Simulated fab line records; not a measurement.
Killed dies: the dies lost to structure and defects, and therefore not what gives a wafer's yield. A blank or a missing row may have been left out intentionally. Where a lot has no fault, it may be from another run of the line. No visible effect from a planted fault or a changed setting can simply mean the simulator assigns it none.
The tool behind it: which one?	flow n5 finfet	Sampling: 10 lots, 30 wafers, 5 of 1938 route steps

## WHAT THE GAUGES READ, wafer by wafer
N5_ZERO_LAYER_CD_MEAS_11 targets a cd of 2000 nm. Usual: 2001.1 nm for cd nm, sd 1.9.
lot	measured	on	cd nm (nm)	flag
L596	day 1 18:39	cd sem-01	2002.4 2001.2 2002.7	
L597	day 2 01:55	cd sem-02	1998.6 1997.9 1996.8	
L599	day 2 12:38	cd sem-03	2001.9 2001.4 2002.2	
L600	day 2 18:38	cd sem-03	2001.5 2000.9 2003.0	
L606	day 4 06:38	cd sem-03	2003.5 2002.4 2003.4	
L607	day 4 12:38	cd sem-02	2001.9 2002.0 2001.9	
L608	day 4 18:46	cd sem-01	2000.6 2002.6 2002.3	
L609	day 5 00:38	cd sem-01	2002.2 2003.7 2004.1	
L610	day 5 06:40	cd sem-03	1999.0 1997.1 1998.2	
L611	day 5 12:38	cd sem-03	1998.8 1999.6 1999.3	

N5_BEOL_M4_RC_MEAS_101. Usual: DIBL_N 36.3 mV/V, standard deviation 1.2; DIBL_P 36.7 mV/V, standard deviation 1.5; IOFF_N 0.164 nA/um, standard deviation 0.02; IOFF_P 0.214 nA/um, standard deviation 0.024; ION_N 673 uA/um, standard deviation 8.5; ION_P 461 uA/um, standard deviation 5.9; RS_PWELL 3007 ohm/sq, standard deviation 24; SS_N 71.6 mV/dec, standard deviation 0.44; SS_P 73.3 mV/dec, standard deviation 0.55; VT_N 249.4 mV, standard deviation 2.4; VT_P -250.0 mV, standard deviation 2.3.
lot	measured	on	DIBL_N (mV/V)	DIBL_P (mV/V)	IOFF_N (nA/um)	IOFF_P (nA/um)	ION_N (uA/um)	ION_P (uA/um)	RS_PWELL (ohm/sq)	SS_N (mV/dec)	SS_P (mV/dec)	VT_N (mV)	VT_P (mV)	flag
L596	day 8 04:02	prober-02	36.6 36.5 37.0	35.3 34.2 35.8	0.157 0.150 0.172	0.211 0.201 0.227	666 667 672	463 459 464	3039 3006 3053	71.3 72.1 71.7	72.8 73.1 73.0	249.4 252.6 248.8	-248.3 -251.7 -248.0	
L597	day 9 02:45	prober-01	35.1 34.0 35.6	36.3 34.5 37.5	0.140 0.123 0.162	0.184 0.166 0.199	657 662 678	452 454 459	3025 2995 3004	71.0 71.6 71.6	72.7 72.7 73.4	250.2 251.7 249.5	-253.4 -255.6 -253.3	
L599	day 8 20:59	prober-01	36.0 36.0 36.9	36.0 35.6 37.8	0.149 0.144 0.173	0.187 0.178 0.210	658 661 673	446 452 458	3016 3010 2991	71.7 71.4 72.4	73.1 73.0 73.6	253.4 253.4 250.8	-250.9 -251.6 -251.3	
L600	day 9 13:40	prober-01	37.4 37.9 36.1	37.3 38.3 36.5	0.179 0.193 0.152	0.263 0.274 0.238	691 672 689	480 466 474	3005 2989 2970	71.8 72.1 71.8	73.7 74.0 73.6	247.9 243.3 246.9	-244.0 -242.7 -246.4	
L606	day 10 17:22	prober-02	38.5 36.8 35.9	39.1 37.5 35.4	0.217 0.172 0.151	0.266 0.242 0.201	692 673 667	470 459 456	3019 3016 2986	72.3 72.2 71.6	74.8 74.5 73.4	247.0 250.8 251.7	-248.6 -247.8 -251.3	
L607	day 11 07:54	prober-02	37.8 36.2 37.2	36.6 35.0 35.5	0.164 0.148 0.161	0.201 0.183 0.202	673 663 663	456 451 451	2995 3015 3017	71.4 71.5 72.0	73.5 73.3 73.1	248.8 250.9 250.2	-251.1 -253.0 -249.0	
L608	day 11 14:11	prober-02	36.5 37.9 38.2	37.6 39.0 39.6	0.160 0.177 0.187	0.190 0.217 0.213	661 671 659	452 462 452	3267 3319 3280	71.1 71.5 72.3	73.3 73.3 73.2	250.8 249.7 245.0	-252.2 -253.4 -249.8	OFF
L609	day 11 14:03	prober-01	37.2 36.6 36.7	36.8 36.3 36.4	0.174 0.165 0.160	0.223 0.218 0.224	675 671 678	460 460 467	3273 3270 3301	72.2 71.4 72.6	73.9 73.3 73.4	251.4 248.4 253.3	-249.7 -249.7 -249.6	OFF
L610	day 11 19:55	prober-02	36.7 35.7 34.9	37.1 36.7 35.7	0.161 0.147 0.131	0.224 0.218 0.195	672 673 666	470 466 462	3338 3330 3366	71.6 71.1 71.6	73.3 73.3 73.3	249.7 252.8 253.9	-247.1 -246.9 -247.2	OFF
L611	day 12 05:11	prober-02	36.0 34.2 35.2	36.7 33.7 34.7	0.159 0.129 0.141	0.232 0.190 0.192	679 669 663	466 463 457	2993 3007 2963	72.1 71.5 71.1	73.3 72.7 72.7	249.3 251.4 250.4	-248.2 -248.6 -251.4	

## WHAT TOOL EACH LOT RAN ON (gives the tool, then ch and the chambers of the sampled wafers, and finally the start)
lot	N5_WELL_APT_IMPLANT_31	N5_PMOS_HMC_CHANNEL_EPI_EPI_26	N5_FIN_SAQP_ETCH_51
L596	implanter-01 ch 0, day 1 21:12	epi rpcvd-03 ch 0, day 2 01:46	rie diel-03 ch 1,2, day 2 04:25
L597	implanter-02 ch 0, day 2 04:34	epi rpcvd-01 ch 0, day 2 09:19	rie diel-03 ch 0,2,3, day 2 11:09
L599	implanter-01 ch 0, day 2 15:38	epi rpcvd-03 ch 0, day 2 20:07	rie diel-04 ch 0,1,3, day 2 21:57
L600	implanter-02 ch 0, day 2 21:01	epi rpcvd-01 ch 0, day 3 01:35	rie diel-01 ch 0,1,2, day 3 03:25
L606	implanter-02 ch 0, day 4 09:58	epi rpcvd-01 ch 0, day 4 14:52	rie diel-04 ch 1,2,3, day 4 18:20
L607	implanter-02 ch 0, day 4 15:38	epi rpcvd-02 ch 0, day 4 20:44	rie diel-01 ch 2,3, day 4 23:00
L608	implanter-02 ch 0, day 4 21:49	epi rpcvd-03 ch 0, day 5 03:10	rie diel-01 ch 0,1,2, day 5 04:51
L609	implanter-02 ch 0, day 5 02:59	epi rpcvd-01 ch 0, day 5 08:53	rie diel-04 ch 2,3, day 5 10:40
L610	implanter-02 ch 0, day 5 09:11	epi rpcvd-03 ch 0, day 5 13:49	rie diel-01 ch 1,2,3, day 5 15:46
L611	implanter-01 ch 0, day 5 15:22	epi rpcvd-03 ch 0, day 5 20:57	rie diel-01 ch 0,2,3, day 6 05:37
- N5_WELL_APT_IMPLANT_31
- N5_PMOS_HMC_CHANNEL_EPI_EPI_26: deposits Si from SiH4/H2, target thk 3.8 nm, time 22.7 s.
- N5_FIN_SAQP_ETCH_51: etches SiARC in CF4, target depth 45.5 nm, time 75.8 s.

## WHAT THE TOOLS THEMSELVES READ (means of the sampled wafers that have a number; where no wafer has one, the mark that the record gives instead)
N5_WELL_APT_IMPLANT_31. Usual: 59.997 for beam energy keV, sd 0.018.
lot	tool	beam energy keV	flag
L596	implanter-01	59.996	
L597	implanter-02	60.021	
L599	implanter-01	60.003	
L600	implanter-02	59.977	
L606	implanter-02	60.001	
L607	implanter-02	60.023	
L608	implanter-02	48.216	OFF
L609	implanter-02	48.244	OFF
L610	implanter-02	48.237	OFF
L611	implanter-01	59.994	

N5_PMOS_HMC_CHANNEL_EPI_EPI_26. Usual: susceptor_temp_C_max 651.5, standard deviation 0.65; throttle valve pct 11.28 %, standard deviation 0.23.
lot	tool	susceptor_temp_C_max	throttle valve pct (%)	flag
L596	epi rpcvd-03	651.6	11.41	
L597	epi rpcvd-01	650.9	11.18	
L599	epi rpcvd-03	651.5	11.49	
L600	epi rpcvd-01	651.2	11.24	
L606	epi rpcvd-01	650.6	11.29	
L607	epi rpcvd-02	652.7	10.82	
L608	epi rpcvd-03	651.9	11.41	
L609	epi rpcvd-01	651.0	11.27	
L610	epi rpcvd-03	651.6	11.50	
L611	epi rpcvd-03	651.6	11.38	

N5_FIN_SAQP_ETCH_51. Usual: drypump motor current A 5.9 A, standard deviation 0.4; etch rf on time s 76.1 s, standard deviation 1.2; oes product au 0.65 a.u., standard deviation 0.064; rf vpp V 184.3 V, standard deviation 1; showerhead plenum p Torr 2.16 Torr, standard deviation 0.051; throttle valve pct 15.70 %, standard deviation 0.15.
lot	tool	drypump motor current A (A)	etch rf on time s (s)	oes product au (a.u.)	rf vpp V (V)	showerhead plenum p Torr (Torr)	throttle valve pct (%)	flag
L596	rie diel-03	5.9	77.5	0.62	184.4	2.14	15.74	
L597	rie diel-03	5.8	77.5	0.62	185.0	2.16	15.63	
L599	rie diel-04	5.7	76.9	0.64	185.1	2.16	15.68	
L600	rie diel-01	6.4	76.4	0.63	183.9	2.11	15.75	
L606	rie diel-04	5.7	75.4	0.65	184.5	2.17	15.78	
L607	rie diel-01	6.0	75.2	0.73	184.4	2.17	15.55	
L608	rie diel-01	6.3	75.1	0.70	185.5	2.19	15.63	
L609	rie diel-04	5.7	76.6	0.61	183.8	2.13	15.77	
L610	rie diel-01	6.2	74.8	0.69	184.0	2.16	15.64	
L611	rie diel-01	6.2	74.8	0.74	184.9	2.21	15.56	

## THE ANSWER, worked out from the rows above alone
Rule: a lot is off if the mean of its wafers that have a number lies more than 3 standard deviations from the usual mean. Also off: a lot with no number at a reading for which 4 or more lots have one. The other lots that the step has rows for count as sound. Order of review: gauges by route order, followed by the tools' own readings, for which a lot's mean as printed above is used. At the first step where some lot is off, the reading lying furthest off is the one used; lots without a number count as furthest.
Off: L608, L609, L610, seen at N5_BEOL_M4_RC_MEAS_101 (RS_PWELL).
A tool fits if, at a process step before that reading, it ran every lot that is off, and no sound lot after the first of them. The gauges at N5_BEOL_M4_RC_MEAS_101 aren't tried: what is off there is off at N5_WELL_APT_IMPLANT_31 too, on other tools, and a gauge's error can't cause that. One fits: implanter-02 at N5_WELL_APT_IMPLANT_31. Its last sound lot is L607 (day 4 15:38), its first lot that is off L608 (day 4 21:49): a fault that began between those two fits.
The tool's own readings at N5_WELL_APT_IMPLANT_31 bear it out: on the lots that are off they differ by more than 5 times the standard deviation of the sound lots' means. beam energy keV reads 48.232 there against 60.002 on the sound lots.

## WHAT HAD BEEN PUT IN BY THE SIMULATOR
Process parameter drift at N5_WELL_APT_IMPLANT_31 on implanter-02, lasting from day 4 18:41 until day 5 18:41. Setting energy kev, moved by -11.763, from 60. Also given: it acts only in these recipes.
Shown lots that were struck: L608, L609, L610. The rule above found the same.
